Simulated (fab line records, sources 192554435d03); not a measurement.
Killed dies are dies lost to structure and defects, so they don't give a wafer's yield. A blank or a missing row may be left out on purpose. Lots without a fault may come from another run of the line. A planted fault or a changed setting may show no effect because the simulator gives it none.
fab line records | flow n5_finfet
record lots=10 wafers=30 last_day=19
route steps=1938 shown PMOS_HMC_CHANNEL_EPI@74 FIN_SAQP@98 BEOL_M4@1111
lots that met no fault: from a run of the same line without faults
start_h: hours from the record's first day to the start of the lot's first wafer shown | wait_h: hours since the lot's step before | " the same as in the row above | L1.1+2: a row that stands for several wafers | - no value, or no start given | * or withheld: withheld | < > ~ a bound
route shown NAME@n: a module of which the file shows steps, and the number in the route of the first | usual: mean/standard deviation of fault-free wafers | same: alike in all rows | chamber/n: place in a boat | sites: the reading at each site | _std_site: their standard deviation | _edge_site: outer sites' mean less inner sites' | radius_mm: how far each site lies from the wafer's centre | mask NAME#n: copy n | behind: the tool/chamber that last shaped the wafer | hold: why the lot was held/for how many hours/how that ended | device: the transistor (n, p or np) that didn't switch | end of line: the same wafers' tests at the end of the route | a step without rows: its recipe alone | killed: dies lost to structure and defects at the first sort, not the wafer's yield | map: a wafer's dies, x killed, . not, _ none there
set.NAME: the setting as run; set.NAME@STEP: as run at that earlier step | model.NAME: the simulator's own value behind a step, which no gauge read
steps of the route over a sample of lots; a table a step, a row a wafer
services: from which hour (start_h, from the record's first day; less than 0 if before it) a tool's chamber was out of use, for how many hours, and why
## steps
# step N5_PMOS_HMC_CHANNEL_EPI_FIN_RECESS_16
# recipe chemistry=HBr/Cl2 target=Si mask_material=SiO2 target_depth_a=540 time_s=18 pressure_mtorr=10 icp_w=800 bias_w=75 HBr_flow_sccm=150 Cl2_flow_sccm=80
# usual drypump_motor_current_A=6.0/0.4 he_backside_leak_sccm=2.76/0.29 oes_product_au=1.002/0.026 throttle_valve_pct=35.6/0.44
# columns lot.wafer tool chamber start_h wait_h drypump_motor_current_A he_backside_leak_sccm oes_product_au rf_hours_counter_h throttle_valve_pct
L131.2 rie_si-03 2 17.96 0.0 6.5 2.72 0.959 6 35.6
L131.4 " 3 " " 6.0 3.09 1.012 82 36.4
L131.6 " 3 " " 6.0 3.10 1.013 - 36.4
L133.3 rie_si-04 1 31.24 0.0 6.3 2.46 1.014 40 35.7
L133.4 " 2 " " 6.4 2.83 1.004 109 35.3
L133.5 " 2 " " 6.3 2.98 1.000 - 35.2
L135.1 rie_si-03 3 42.65 0.0 6.0 3.14 1.005 82 36.5
L135.4 " 2 " " 6.5 2.79 0.964 6 35.6
L135.5 " 3 " " 6.0 3.25 1.011 - 36.4
L137.1 rie_si-06 0 53.94 0.0 5.6 2.37 1.022 87 35.1
L137.2 " 1 " " 6.1 2.71 1.017 32 35.1
L137.4 " 2 " " 5.3 2.74 0.988 197 35.5
L144.1 rie_si-04 0 95.64 0.0 5.8 2.77 0.983 155 35.9
L144.2 " 2 " " 6.3 2.82 0.992 110 35.3
L144.5 " 0 " " 5.8 2.63 0.977 - 35.9
L146.2 rie_si-03 1 107.73 0.0 6.4 2.11 1.045 27 35.0
L146.3 " 3 " " 5.9 3.29 1.022 83 36.4
L146.5 " 2 " " 6.5 2.77 0.959 - 35.6
L147.4 rie_si-04 0 113.88 0.0 5.8 2.82 0.986 156 35.9
L147.5 " 1 " " 6.3 2.48 1.012 - 35.7
L147.6 " 2 " " 6.4 2.98 1.001 - 35.3
L151.1 rie_si-03 0 137.57 0.0 5.3 2.81 1.041 59 35.8
L151.2 " 3 " " 6.0 3.30 1.016 84 36.4
L151.6 " 0 " " 5.3 2.88 1.042 - 35.8
L152.2 rie_si-03 3 143.62 0.0 6.0 3.28 1.015 84 36.4
L152.3 " 2 " " 6.5 2.73 0.967 8 35.6
L152.6 " 0 " " 5.3 2.86 1.041 - 35.8
L153.1 rie_si-04 1 150.25 0.0 6.3 2.37 1.005 42 35.7
L153.2 " 0 " " 5.8 2.52 0.990 157 35.9
L153.4 " 2 " " 6.4 3.11 1.003 - 35.3
# step N5_PMOS_HMC_CHANNEL_EPI_EPI_26
# recipe material=Si target_thk_a=38 temp_c=650 precursor=SiH4/H2 pressure_torr=20 time_s=22.7
# usual throttle_valve_pct=11.30/0.15
# columns lot.wafer tool chamber start_h wait_h throttle_valve_pct
L131.2 epi_rpcvd-02 0 19.92 0.1 11.22
L131.4 " 0 " " 11.19
L131.6 " 0 " " 11.26
L133.3 epi_rpcvd-02 0 33.26 0.1 11.48
L133.4 " 0 " " 11.52
L133.5 " 0 " " 11.46
L135.1 epi_rpcvd-01 0 44.56 0.0 11.33
L135.4 " 0 " " 11.19
L135.5 " 0 " " 11.46
L137.1 epi_rpcvd-04 0 56.25 0.0 11.24
L137.2 " 0 " " 11.38
L137.4 " 0 " " 11.26
L144.1 epi_rpcvd-02 0 97.54 0.0 11.45
L144.2 " 0 " " 11.39
L144.5 " 0 " " 11.29
L146.2 epi_rpcvd-01 0 110.04 0.1 11.22
L146.3 " 0 " " 11.23
L146.5 " 0 " " 11.26
L147.4 epi_rpcvd-01 0 116.39 0.2 11.32
L147.5 " 0 " " 11.26
L147.6 " 0 " " 11.29
L151.1 epi_rpcvd-02 0 140.41 0.0 10.99
L151.2 " 0 " " 11.05
L151.6 " 0 " " 11.56
L152.2 epi_rpcvd-04 0 146.52 0.1 11.68
L152.3 " 0 " " 11.44
L152.6 " 0 " " 11.28
L153.1 epi_rpcvd-01 0 152.56 0.0 11.32
L153.2 " 0 " " 11.29
L153.4 " 0 " " 11.22
# step N5_FIN_SAQP_PECVD_47
# recipe material=a-Si target_thk_a=450 temp_c=400 precursor=SiH4/He pressure_torr=3 rf_w=100 time_s=36.3
# usual heater_power_w=892/100 showerhead_plenum_p_Torr=5.65/0.046 throttle_valve_pct=18.3/1.1
# columns lot.wafer tool chamber start_h wait_h heater_power_w showerhead_plenum_p_Torr throttle_valve_pct
L131.2 pecvd-01 2 21.38 0.0 826 5.71 17.1
L131.4 " 2 " " 816 5.71 17.0
L131.6 " 1 " " 903 5.65 18.4
L133.3 pecvd-02 1 34.38 0.0 766 5.64 18.4
L133.4 " 2 " " 899 5.60 16.2
L133.5 " 1 " " 764 5.63 18.5
L135.1 pecvd-01 1 45.71 0.0 794 5.63 18.6
L135.4 " 1 " " 809 5.63 18.7
L135.5 " 0 " " 1036 5.63 18.9
L137.1 pecvd-02 1 57.29 0.0 822 5.65 18.1
L137.2 " 2 " " 837 5.63 16.6
L137.4 " 2 " " 859 5.62 16.6
L144.1 pecvd-04 0 100.42 0.0 828 5.67 18.1
L144.2 " 1 " " 804 5.64 20.5
L144.5 " 0 " " 804 5.65 18.3
L146.2 pecvd-01 0 111.42 0.0 945 5.60 19.1
L146.3 " 2 " " 985 5.71 17.0
L146.5 " 1 " " 906 5.64 18.7
L147.4 pecvd-01 2 117.37 0.1 822 5.71 17.3
L147.5 " 0 " " 1014 5.60 18.8
L147.6 " 1 " " 908 5.64 18.5
L151.1 pecvd-04 2 141.60 0.0 1154 5.57 18.1
L151.2 " 1 " " 734 5.64 20.6
L151.6 " 2 " " 1152 5.58 18.0
L152.2 pecvd-02 0 147.55 0.1 883 5.74 19.4
L152.3 " 1 " " 741 5.64 18.7
L152.6 " 1 " " 728 5.63 18.4
L153.1 pecvd-04 2 153.84 0.0 1154 5.60 17.7
L153.2 " 1 " " 804 5.65 20.3
L153.4 " 2 " " 1150 5.59 17.9
# step N5_FIN_SAQP_COAT_10
# recipe resist=CAR-ArF spin_rpm=1500 resist_thk_nm=90
# usual resist_line_temp_C=23.01/0.12 spin_speed_rpm=1499.8/1.1
# columns lot.wafer tool chamber start_h wait_h resist_line_temp_C spin_speed_rpm
L131.2 litho_track-02 0 21.67 - 23.10 1500.5
L131.4 " 0 " " 23.00 1500.6
L131.6 " 0 " " 23.05 1500.6
L133.3 litho_track-03 0 34.67 - 23.01 1500.1
L133.4 " 0 " " 23.18 1501.3
L133.5 " 0 " " 23.23 1499.9
L135.1 litho_track-03 0 46.00 - 23.03 1500.3
L135.4 " 0 " " 23.09 1501.8
L135.5 " 0 " " 23.16 1500.5
L137.1 litho_track-04 0 57.64 - 23.01 1499.8
L137.2 " 0 " " 23.05 1499.0
L137.4 " 0 " " 23.00 1498.1
L144.1 litho_track-03 0 100.71 - 22.84 2060.5
L144.2 " 0 " " 22.78 2060.0
L144.5 " 0 " " 22.88 2060.4
L146.2 litho_track-03 0 111.71 - 22.77 2057.7
L146.3 " 0 " " 22.91 2058.6
L146.5 " 0 " " 22.86 2056.8
L147.4 litho_track-03 0 117.65 - 22.98 2059.8
L147.5 " 0 " " 23.03 2059.9
L147.6 " 0 " " 22.87 2059.5
L151.1 litho_track-04 0 141.89 - 22.79 1499.0
L151.2 " 0 " " 22.97 1499.6
L151.6 " 0 " " 22.88 1499.1
L152.2 litho_track-02 0 147.84 - 22.89 1499.6
L152.3 " 0 " " 22.99 1501.1
L152.6 " 0 " " 23.04 1499.5
L153.1 litho_track-02 0 154.13 - 22.92 1499.9
L153.2 " 0 " " 22.98 1498.9
L153.4 " 0 " " 23.20 1500.6
# step N5_BEOL_M4_RC_MEAS_101
# usual DIBL_N=36.0/1.9 DIBL_P=35.6/2.2 IOFF_N=0.15/0.031 IOFF_P=0.19/0.032 ION_N=668/11 ION_P=455/7.2 SS_N=71.5/0.65 SS_P=73.4/0.64 VT_N=251/3.6 VT_P=-253/3.3
# columns lot.wafer tool chamber start_h wait_h DIBL_N[mV/V] DIBL_P[mV/V] IOFF_N[nA/um] IOFF_P[nA/um] ION_N[uA/um] ION_P[uA/um] SS_N[mV/dec] SS_P[mV/dec] VT_N[mV] VT_P[mV]
L131.2 prober-01 0 190.18 0.2 36.4 35.6 0.15 0.21 671 461 70.7 73.6 249 -249
L131.4 " 0 " " 35.7 34.2 0.14 0.19 664 460 70.1 73.3 251 -251
L131.6 " 0 " " 37.5 36.3 0.17 0.22 675 457 71.0 73.7 250 -250
L133.3 prober-01 0 198.86 0.3 34.8 34.5 0.13 0.17 647 445 71.1 72.7 252 -253
L133.4 " 0 " " 36.2 35.2 0.15 0.17 663 453 70.9 72.5 254 -253
L133.5 " 0 " " 36.5 35.6 0.15 0.17 655 441 71.8 73.5 251 -254
L135.1 prober-01 0 215.89 0.0 34.7 34.5 0.14 0.19 665 458 70.7 72.5 252 -251
L135.4 " 0 " " 40.0 38.0 0.23 0.25 681 457 72.7 74.4 249 -250
L135.5 " 0 " " 37.7 36.0 0.18 0.22 669 465 71.5 74.2 249 -251
L137.1 prober-01 0 241.22 0.0 37.8 38.5 0.18 0.21 682 457 72.4 73.8 249 -252
L137.2 " 0 " " 38.2 39.4 0.19 0.23 678 459 72.5 73.5 249 -253
L137.4 " 0 " " 36.1 37.7 0.16 0.21 677 466 71.5 73.6 248 -252
L144.1 prober-02 0 304.20 0.0 36.9 37.9 0.18 0.21 683 459 71.5 73.2 246 -253
L144.2 " 0 " " 36.6 38.0 0.16 0.20 668 453 71.7 73.3 252 -250
L144.5 " 0 " " 38.0 38.5 0.20 0.22 685 461 71.9 74.0 247 -250
L146.2 prober-01 0 305.76 0.2 36.3 38.5 0.16 0.21 666 458 71.4 73.7 248 -253
L146.3 " 0 " " 35.7 36.3 0.16 0.17 666 445 72.0 73.4 249 -258
L146.5 " 0 " " 36.9 38.1 0.18 0.20 668 458 72.0 73.8 251 -256
L147.4 prober-01 0 308.79 0.5 34.9 35.3 0.14 0.18 667 454 71.1 73.0 251 -253
L147.5 " 0 " " 35.5 36.0 0.15 0.20 662 450 71.2 73.4 249 -248
L147.6 " 0 " " 33.6 34.6 0.13 0.18 667 461 71.0 73.0 251 -252
L151.1 prober-02 0 322.43 0.0 35.0 34.7 0.14 0.19 672 460 71.3 73.9 254 -254
L151.2 " 0 " " 35.7 34.8 0.15 0.18 666 452 72.6 74.2 251 -253
L151.6 " 0 " " 36.2 35.4 0.14 0.19 658 449 71.9 73.3 256 -252
L152.2 prober-02 0 325.97 0.2 38.4 38.5 0.20 0.25 679 460 72.8 73.9 247 -249
L152.3 " 0 " " 35.8 34.8 0.15 0.20 679 463 71.7 73.3 251 -251
L152.6 " 0 " " 36.5 36.0 0.17 0.22 675 465 72.1 74.1 250 -252
L153.1 prober-02 0 333.71 0.0 33.1 33.5 0.11 0.13 662 444 70.6 72.9 259 -262
L153.2 " 0 " " 34.7 35.8 0.13 0.16 666 443 71.6 73.6 255 -262
L153.4 " 0 " " 34.6 37.0 0.14 0.17 665 449 71.9 74.3 252 -259
## services
# columns tool chamber start_h hours kind
pecvd-04 0 -3.98 11.6 repair
rie_si-03 3 -3.83 2.4 repair
rie_si-04 3 4.75 2.0 repair
epi_rpcvd-01 - 19.57 18.9 pm
pecvd-01 - 29.76 2.8 pm
pecvd-02 0 54.66 5.5 scheduled_down
pecvd-04 0 66.56 5.5 scheduled_down
epi_rpcvd-02 - 78.28 0.4 repair
pecvd-02 1 80.99 5.5 scheduled_down
pecvd-04 1 81.71 5.5 scheduled_down
litho_track-03 - 101.24 - consumable_replace:filter
pecvd-04 1 103.45 2.1 scheduled_down
rie_si-06 2 107.15 - clean
rie_si-06 2 107.15 15.1 scheduled_down
rie_si-06 2 107.15 15.1 vent_cycle
epi_rpcvd-01 - 110.98 1.6 repair
rie_si-04 3 116.97 - clean
rie_si-04 3 116.97 36.6 scheduled_down
rie_si-04 3 116.97 36.6 vent_cycle
pecvd-02 1 127.44 2.1 scheduled_down
rie_si-03 1 129.82 11.1 repair
rie_si-03 - 131.25 1.3 repair
rie_si-04 - 134.08 0.9 repair
epi_rpcvd-01 - 141.79 1.5 repair
## key
first_sign step=N5_FIN_SAQP_COAT_10 reading=spin_speed_rpm direction=up sigmas=99+ usual=* struck=*
effect none on later readings
met_at N5_FIN_SAQP_COAT_10
struck_lots L144,L146,L147
not_acting_at N5_PMOS_HMC_CHANNEL_EPI_FIN_RECESS_16,N5_PMOS_HMC_CHANNEL_EPI_EPI_26,N5_FIN_SAQP_PECVD_47
onset_between 46.00 100.71
fault kind=process_parameter_drift tool=litho_track-03 chamber=- onset_h=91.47 steps=N5_FIN_SAQP_COAT_10 channel=spin_rpm offset=* shape=step end_h=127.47 acts_in=* stated=*
